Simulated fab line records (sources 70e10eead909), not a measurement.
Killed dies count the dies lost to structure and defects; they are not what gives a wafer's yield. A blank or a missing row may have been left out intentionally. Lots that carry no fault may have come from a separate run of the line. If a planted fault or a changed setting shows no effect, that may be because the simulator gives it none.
fab line records | flow nandHarc
record: lots: 12 | wafers: 36 | lastDay: 25
route steps=1159 shown P_ZERO_WELL@11 P_GATE@143
lots that met no fault: from a run of the same line without faults
startH: start of the lot's first displayed wafer, in hours after the record's first day | waitH: how many hours have passed since the lot's step before this one | " same as the row above | L1.1+2: a row that stands for several wafers | - either no value or no given start | * or withheld: withheld | < > ~ a bound
route shown NAME@n: NAME is a module with steps in the file, n the number in the route of the first one | usual: mean/standard deviation of fault-free wafers | same: alike in all rows | chamber/n: place in a boat | sites: each site's reading | _std_site: the values' standard deviation | _edge_site: outer sites' mean less inner sites' | radiusMm: for every site, how far away it sits from the centre of the wafer | mask NAME#n: copy n | behind: the last tool/chamber to shape the wafer | hold: the reason the lot was held/the length of the hold in hours/how it ended | device: the n, p or np transistor that did not switch | end of line: the same wafers' tests at the end of the route | where a step has no rows: the recipe by itself | killed: count of dies lost to structure and defects at first sort (not the wafer's yield) | map: a wafer's dies, marking killed ones x, the rest . and places with no die _
set.NAME: the run value of the setting; set.NAME@STEP: its run value at that earlier step | model.NAME: the simulator's own value behind a step, which no gauge read
steps of the route over a sample of lots; a table a step, a row a wafer
services: a tool's chamber out of use, with start hour (startH, from the record's first day; less than 0 if before it), hours out, and reason
== steps ==
step: NHARC_P_ZERO_WELL_EXPOSE_08
recipe: na: 0.55 | targetCdNm: 500 | doseMj: 33.8 | maskId: P_ZERO
usual: focusOffsetNm: 0.1/0.54 | reticleTempC: 23.01/0.11
same: na: 0.55
lot.wafer | tool          | chamber | startH | waitH | mask     | focusOffsetNm | reticleTempC
L764.2    | krfScanner-03 | 0       | 13.09  | -     | P_ZERO#0 | 0.1           | 22.95
L764.3    | "             | 0       | "      | "     | P_ZERO#0 | 0.2           | 22.88
L764.5    | "             | 0       | "      | "     | P_ZERO#0 | -0.3          | 22.95
L765.2    | krfScanner-03 | 0       | 19.08  | -     | P_ZERO#0 | -0.3          | 22.98
L765.3    | "             | 0       | "      | "     | P_ZERO#0 | -0.7          | 23.07
L765.4    | "             | 0       | "      | "     | P_ZERO#0 | -0.7          | 23.00
L767.2    | krfScanner-01 | 0       | 31.09  | -     | P_ZERO#0 | -0.4          | 23.22
L767.3    | "             | 0       | "      | "     | P_ZERO#0 | 0.3           | 23.14
L767.6    | "             | 0       | "      | "     | P_ZERO#0 | 0.2           | 22.98
L769.1    | krfScanner-01 | 0       | 43.09  | -     | P_ZERO#0 | 0.3           | 23.02
L769.5    | "             | 0       | "      | "     | P_ZERO#0 | 0.4           | 23.10
L769.6    | "             | 0       | "      | "     | P_ZERO#0 | 0.7           | 23.03
L770.4    | krfScanner-02 | 0       | 49.11  | -     | P_ZERO#0 | -0.6          | 22.72
L770.5    | "             | 0       | "      | "     | P_ZERO#0 | -1.3          | 22.79
L770.6    | "             | 0       | "      | "     | P_ZERO#0 | -0.5          | 22.88
L771.3    | krfScanner-03 | 0       | 55.11  | -     | P_ZERO#0 | -0.7          | 23.09
L771.4    | "             | 0       | "      | "     | P_ZERO#0 | -1.4          | 23.09
L771.6    | "             | 0       | "      | "     | P_ZERO#0 | -0.7          | 23.01
L777.4    | krfScanner-03 | 0       | 91.09  | -     | P_ZERO#0 | -0.6          | 22.99
L777.5    | "             | 0       | "      | "     | P_ZERO#0 | -0.6          | 23.18
L777.6    | "             | 0       | "      | "     | P_ZERO#0 | -0.5          | 23.07
L778.2    | krfScanner-03 | 0       | 96.97  | -     | P_ZERO#0 | -0.1          | 23.13
L778.4    | "             | 0       | "      | "     | P_ZERO#0 | 1.0           | 23.06
L778.5    | "             | 0       | "      | "     | P_ZERO#0 | 0.4           | 23.06
L779.1    | krfScanner-02 | 0       | 103.10 | -     | P_ZERO#0 | 0.7           | 23.17
L779.3    | "             | 0       | "      | "     | P_ZERO#0 | -0.1          | 23.23
L779.4    | "             | 0       | "      | "     | P_ZERO#0 | 0.4           | 23.15
L780.3    | krfScanner-03 | 0       | 109.10 | -     | P_ZERO#0 | 0.5           | 23.04
L780.5    | "             | 0       | "      | "     | P_ZERO#0 | -0.2          | 22.93
L780.6    | "             | 0       | "      | "     | P_ZERO#0 | 0.1           | 23.09
L785.1    | krfScanner-02 | 0       | 138.99 | -     | P_ZERO#0 | 0.4           | 22.84
L785.5    | "             | 0       | "      | "     | P_ZERO#0 | 0.9           | 22.81
L785.6    | "             | 0       | "      | "     | P_ZERO#0 | 0.0           | 22.85
L786.1    | krfScanner-02 | 0       | 145.07 | -     | P_ZERO#0 | 0.3           | 22.98
L786.2    | "             | 0       | "      | "     | P_ZERO#0 | 0.4           | 22.96
L786.4    | "             | 0       | "      | "     | P_ZERO#0 | 0.3           | 22.98
step: NHARC_P_ZERO_WELL_CD_MEAS_11
recipe: targetCdNm: 500 | landingEnergyEv: 500
usual: cdNm: 500.4/2.3
lot.wafer | tool     | chamber | startH | waitH | cdNm
L764.2    | cdSem-01 | 0       | 13.24  | -     | 499.1
L764.3    | "        | 0       | "      | "     | 503.6
L764.5    | "        | 0       | "      | "     | 499.1
L765.2    | cdSem-01 | 0       | 19.23  | -     | 497.7
L765.3    | "        | 0       | "      | "     | 501.7
L765.4    | "        | 0       | "      | "     | 499.9
L767.2    | cdSem-03 | 0       | 31.24  | -     | 502.1
L767.3    | "        | 0       | "      | "     | 500.3
L767.6    | "        | 0       | "      | "     | 502.6
L769.1    | cdSem-03 | 0       | 43.24  | -     | 501.4
L769.5    | "        | 0       | "      | "     | 501.5
L769.6    | "        | 0       | "      | "     | 499.1
L770.4    | cdSem-03 | 0       | 49.25  | -     | 503.8
L770.5    | "        | 0       | "      | "     | 500.0
L770.6    | "        | 0       | "      | "     | 497.3
L771.3    | cdSem-01 | 0       | 55.25  | -     | 497.7
L771.4    | "        | 0       | "      | "     | 500.5
L771.6    | "        | 0       | "      | "     | 498.5
L777.4    | cdSem-02 | 0       | 91.24  | -     | 496.6
L777.5    | "        | 0       | "      | "     | 500.5
L777.6    | "        | 0       | "      | "     | 512.4
L778.2    | cdSem-02 | 0       | 97.12  | -     | 507.4
L778.4    | "        | 0       | "      | "     | 500.0
L778.5    | "        | 0       | "      | "     | 500.6
L779.1    | cdSem-03 | 0       | 103.25 | -     | 501.0
L779.3    | "        | 0       | "      | "     | 499.1
L779.4    | "        | 0       | "      | "     | 500.4
L780.3    | cdSem-01 | 0       | 109.25 | -     | 501.6
L780.5    | "        | 0       | "      | "     | 501.4
L780.6    | "        | 0       | "      | "     | 513.3
L785.1    | cdSem-01 | 0       | 139.14 | -     | 498.5
L785.5    | "        | 0       | "      | "     | 495.3
L785.6    | "        | 0       | "      | "     | 498.7
L786.1    | cdSem-02 | 0       | 145.23 | -     | 500.2
L786.2    | "        | 0       | "      | "     | 503.2
L786.4    | "        | 0       | "      | "     | 500.0
step: NHARC_P_ZERO_WELL_CD_MEAS_52
recipe: targetCdNm: 2000 | landingEnergyEv: 500
usual: cdNm: 2000.0/2.9
lot.wafer | tool     | chamber | startH | waitH | cdNm
L764.2    | cdSem-01 | 0       | 17.73  | -     | 2004.0
L764.3    | "        | 0       | "      | "     | 2001.3
L764.5    | "        | 0       | "      | "     | 2001.4
L765.2    | cdSem-01 | 0       | 23.87  | -     | 2003.4
L765.3    | "        | 0       | "      | "     | 2001.4
L765.4    | "        | 0       | "      | "     | 2001.6
L767.2    | cdSem-02 | 0       | 35.96  | -     | 2003.3
L767.3    | "        | 0       | "      | "     | 2001.5
L767.6    | "        | 0       | "      | "     | 2002.8
L769.1    | cdSem-03 | 0       | 47.86  | -     | 1999.7
L769.5    | "        | 0       | "      | "     | 1995.6
L769.6    | "        | 0       | "      | "     | 1995.8
L770.4    | cdSem-03 | 0       | 53.78  | -     | 2000.8
L770.5    | "        | 0       | "      | "     | 1996.7
L770.6    | "        | 0       | "      | "     | 2000.9
L771.3    | cdSem-03 | 0       | 59.78  | -     | 1996.9
L771.4    | "        | 0       | "      | "     | 1996.7
L771.6    | "        | 0       | "      | "     | 1998.4
L777.4    | cdSem-01 | 0       | 95.95  | -     | 2000.5
L777.5    | "        | 0       | "      | "     | 1997.5
L777.6    | "        | 0       | "      | "     | 1995.2
L778.2    | cdSem-03 | 0       | 101.74 | -     | 2003.2
L778.4    | "        | 0       | "      | "     | 2003.8
L778.5    | "        | 0       | "      | "     | 2004.0
L779.1    | cdSem-01 | 0       | 107.92 | -     | 1993.8
L779.3    | "        | 0       | "      | "     | 1999.9
L779.4    | "        | 0       | "      | "     | 1998.3
L780.3    | cdSem-01 | 0       | 113.83 | -     | 2002.0
L780.5    | "        | 0       | "      | "     | 2000.3
L780.6    | "        | 0       | "      | "     | 2001.9
L785.1    | cdSem-01 | 0       | 143.78 | -     | 2002.1
L785.5    | "        | 0       | "      | "     | 2000.9
L785.6    | "        | 0       | "      | "     | 1999.6
L786.1    | cdSem-03 | 0       | 149.77 | -     | 2002.5
L786.2    | "        | 0       | "      | "     | 2001.2
L786.4    | "        | 0       | "      | "     | 2001.3
step: NHARC_P_GATE_INSPECT_28
usual: rawDefectCount: 7/3.2
lot.wafer | tool             | chamber | startH | waitH | rawDefectCount
L764.2    | defectInspect-01 | -       | 89.03  | 0.0   | 7
L764.3    | "                | -       | "      | "     | 7
L764.5    | "                | -       | "      | "     | 3
L765.2    | defectInspect-01 | -       | 100.82 | 0.0   | 6
L765.3    | "                | -       | "      | "     | 5
L765.4    | "                | -       | "      | "     | 13
L767.2    | defectInspect-02 | -       | 105.98 | 0.0   | 10
L767.3    | "                | -       | "      | "     | 7
L767.6    | "                | -       | "      | "     | 5
L769.1    | defectInspect-02 | -       | 126.72 | 0.0   | 6
L769.5    | "                | -       | "      | "     | 11
L769.6    | "                | -       | "      | "     | 5
L770.4    | defectInspect-01 | -       | 128.70 | 0.0   | 5
L770.5    | "                | -       | "      | "     | 3
L770.6    | "                | -       | "      | "     | 5
L771.3    | defectInspect-02 | -       | 129.33 | 0.1   | 9
L771.4    | "                | -       | "      | "     | 8
L771.6    | "                | -       | "      | "     | 7
L777.4    | defectInspect-02 | -       | 167.58 | 0.0   | 10
L777.5    | "                | -       | "      | "     | 5
L777.6    | "                | -       | "      | "     | 10
L778.2    | defectInspect-01 | -       | 173.07 | 0.0   | 5
L778.4    | "                | -       | "      | "     | 3
L778.5    | "                | -       | "      | "     | 5
L779.1    | defectInspect-02 | -       | 185.16 | 0.0   | 8
L779.3    | "                | -       | "      | "     | 7
L779.4    | "                | -       | "      | "     | 4
L780.3    | defectInspect-01 | -       | 187.64 | 0.0   | 8
L780.5    | "                | -       | "      | "     | 8
L780.6    | "                | -       | "      | "     | 8
L785.1    | defectInspect-01 | -       | 216.47 | 0.0   | 4
L785.5    | "                | -       | "      | "     | 6
L785.6    | "                | -       | "      | "     | 2
L786.1    | defectInspect-02 | -       | 229.37 | 0.0   | 11
L786.2    | "                | -       | "      | "     | 13
L786.4    | "                | -       | "      | "     | 9
step: NHARC_P_GATE_ETCH_104
recipe: targetDepthA: 600 | timeS: withheld | cf4FlowSccm: 100 | chf3FlowSccm: 30 | arFlowSccm: 0 | rfW: 500 | biasW: 200 | chemistry: CF4/CHF3
usual: drypumpMotorCurrentA: 5.9/0.58 | oesProductAu: 0.945/0.023 | rfVppV: 370.3/2.7 | showerheadPlenumPTorr: 1.57/0.072 | throttleValvePct: 16.802/0.0098
lot.wafer | tool       | chamber | startH | waitH | drypumpMotorCurrentA | oesProductAu | rfVppV | showerheadPlenumPTorr | throttleValvePct
L764.3    | rieDiel-11 | 3       | 89.18  | 0.1   | 6.3                  | 0.983        | 369.6  | 1.55                  | 16.795
L764.2    | "          | 2       | "      | "     | 4.8                  | 0.946        | 368.5  | 1.54                  | 16.798
L764.5    | "          | 0       | "      | "     | 5.9                  | 0.955        | 373.6  | 1.67                  | 16.791
L765.4    | rieDiel-11 | 1       | 100.97 | 0.1   | 6.6                  | 0.940        | 371.5  | 1.59                  | 16.788
L765.3    | "          | 2       | "      | "     | 4.8                  | 0.902        | 368.9  | 1.54                  | 16.808
L765.2    | "          | 3       | "      | "     | 6.3                  | 0.929        | 369.4  | 1.55                  | 16.803
L767.2    | rieDiel-11 | 3       | 106.19 | 0.1   | 6.3                  | 0.927        | 370.1  | 1.55                  | 16.792
L767.3    | "          | 0       | "      | "     | 5.9                  | 0.918        | 374.8  | 1.67                  | 16.795
L767.6    | "          | 0       | "      | "     | 5.9                  | 0.915        | 373.7  | 1.67                  | 16.807
L769.1    | rieDiel-12 | 2       | 126.87 | 0.1   | 6.2                  | 0.970        | 367.1  | 1.49                  | 16.807
L769.5    | "          | 2       | "      | "     | 6.2                  | 0.967        | 367.8  | 1.49                  | 16.790
L769.6    | "          | 3       | "      | "     | 6.0                  | 0.971        | 368.5  | 1.49                  | 16.779
L770.4    | rieDiel-11 | 2       | 128.87 | 0.1   | 4.8                  | 0.934        | 371.5  | 1.54                  | 16.804
L770.5    | "          | 0       | "      | "     | 5.9                  | 0.958        | 373.4  | 1.67                  | 16.793
L770.6    | "          | 1       | "      | "     | 6.6                  | 0.955        | 372.3  | 1.59                  | 16.812
L771.3    | rieDiel-11 | 2       | 129.48 | 0.1   | 4.8                  | 0.962        | 370.6  | 1.54                  | 16.814
L771.4    | "          | 0       | "      | "     | 5.9                  | 0.955        | 374.1  | 1.67                  | 16.817
L771.6    | "          | 1       | "      | "     | 6.6                  | 0.958        | 370.4  | 1.59                  | 16.807
L777.4    | rieDiel-12 | 1       | 167.72 | 0.1   | 6.0                  | 0.972        | 369.3  | 1.53                  | 16.806
L777.5    | "          | 1       | "      | "     | 6.0                  | 0.970        | 369.2  | 1.53                  | 16.802
L777.6    | "          | 2       | "      | "     | 6.2                  | 0.947        | 366.9  | 1.49                  | 16.794
L778.4    | rieDiel-13 | 0       | 173.25 | 0.1   | 5.5                  | 0.950        | 375.5  | 1.69                  | 16.801
L778.2    | "          | 1       | "      | "     | 5.3                  | 0.921        | 373.1  | 1.65                  | 16.796
L778.5    | "          | 3       | "      | "     | 6.3                  | 0.954        | 373.6  | 1.65                  | 16.816
L779.3    | rieDiel-12 | 3       | 185.32 | 0.1   | 6.0                  | 0.971        | 368.9  | 1.49                  | 16.811
L779.4    | "          | 0       | "      | "     | 5.1                  | 0.979        | 366.5  | 1.46                  | 16.796
L779.1    | "          | 1       | "      | "     | 6.1                  | 0.978        | 367.5  | 1.53                  | 16.801
L780.3    | rieDiel-12 | 1       | 187.79 | 0.1   | 6.0                  | 0.921        | 369.0  | 1.53                  | 16.810
L780.5    | "          | 3       | "      | "     | 5.9                  | 0.939        | 366.4  | 1.49                  | 16.811
L780.6    | "          | 0       | "      | "     | 5.2                  | 0.935        | 368.4  | 1.46                  | 16.806
L785.1    | rieDiel-11 | 2       | 216.63 | 0.1   | 4.8                  | 0.915        | 369.8  | 1.53                  | 16.807
L785.5    | "          | 0       | "      | "     | 6.0                  | 0.917        | 375.0  | 1.67                  | 16.797
L785.6    | "          | 1       | "      | "     | 6.6                  | 0.913        | 371.5  | 1.59                  | 16.787
L786.2    | rieDiel-12 | 3       | 229.73 | 0.3   | 6.0                  | 0.966        | 368.7  | 1.48                  | 16.807
L786.4    | "          | 0       | "      | "     | 5.1                  | 0.938        | 375.5  | 1.70                  | 16.798
L786.1    | "          | 1       | "      | "     | 6.1                  | 0.943        | 368.6  | 1.53                  | 16.806
== services ==
tool          | chamber | startH | hours | kind
rieDiel-11    | 0       | -8.22  | -     | clean
krfScanner-03 | -       | -4.00  | 4.0   | pm
rieDiel-13    | 2       | -0.38  | 6.2   | repair
krfScanner-01 | -       | 11.77  | 2.8   | repair
rieDiel-11    | -       | 12.64  | 9.0   | pm
rieDiel-12    | -       | 25.45  | 9.0   | pm
rieDiel-13    | 0       | 27.83  | 7.0   | repair
rieDiel-13    | -       | 28.22  | 0.3   | repair
krfScanner-02 | -       | 38.00  | 4.0   | pm
rieDiel-13    | 3       | 61.78  | 8.3   | repair
krfScanner-03 | -       | 65.80  | 2.1   | repair
krfScanner-01 | -       | 84.00  | 4.0   | pm
rieDiel-13    | 3       | 90.92  | 7.6   | repair
rieDiel-13    | -       | 99.00  | 9.0   | pm
rieDiel-11    | 1       | 104.14 | 4.3   | repair
rieDiel-11    | 2       | 116.83 | 9.9   | repair
krfScanner-02 | -       | 156.55 | 18.2  | repair
rieDiel-11    | -       | 156.69 | 1.7   | repair
krfScanner-03 | -       | 168.00 | 4.0   | pm
rieDiel-11    | -       | 189.64 | 9.0   | pm
krfScanner-03 | -       | 204.22 | 0.2   | repair
rieDiel-13    | 1       | 204.53 | 1.6   | repair
krfScanner-02 | -       | 210.00 | 4.0   | pm
rieDiel-12    | 1       | 217.61 | 2.5   | repair
== key ==
firstSign: step: NHARC_P_ZERO_WELL_CD_MEAS_11 | reading: cdNm | direction: up | sigmas: 4.6 | usual: 500.4 | struck: 511.0
effect none on later readings
metAt NHARC_P_ZERO_WELL_EXPOSE_08
struckLots L777,L778,L780
struckWafers L777.6,L778.2,L780.6
testerLeftOut L777,L778,L780
notActingAt NHARC_P_ZERO_WELL_CD_MEAS_52,NHARC_P_GATE_INSPECT_28,NHARC_P_GATE_ETCH_104
onsetBetween 55.11 91.09
fault: kind: processParameterDrift | tool: krfScanner-03 | chamber: - | onsetH: 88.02 | steps: NHARC_P_ZERO_WELL_EXPOSE_08 | channel: focusNm | offset: 315.7 | shape: step | endH: 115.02 | scope: struckWafersOnly
testerLeftOut: of these lots the tester's yield and bins aren't shown, on N5 and GAA mostly nor the transistor test; their killed dies are dies lost to structure and defects alone, not to doping, threshold or leakage, so they don't give the yield
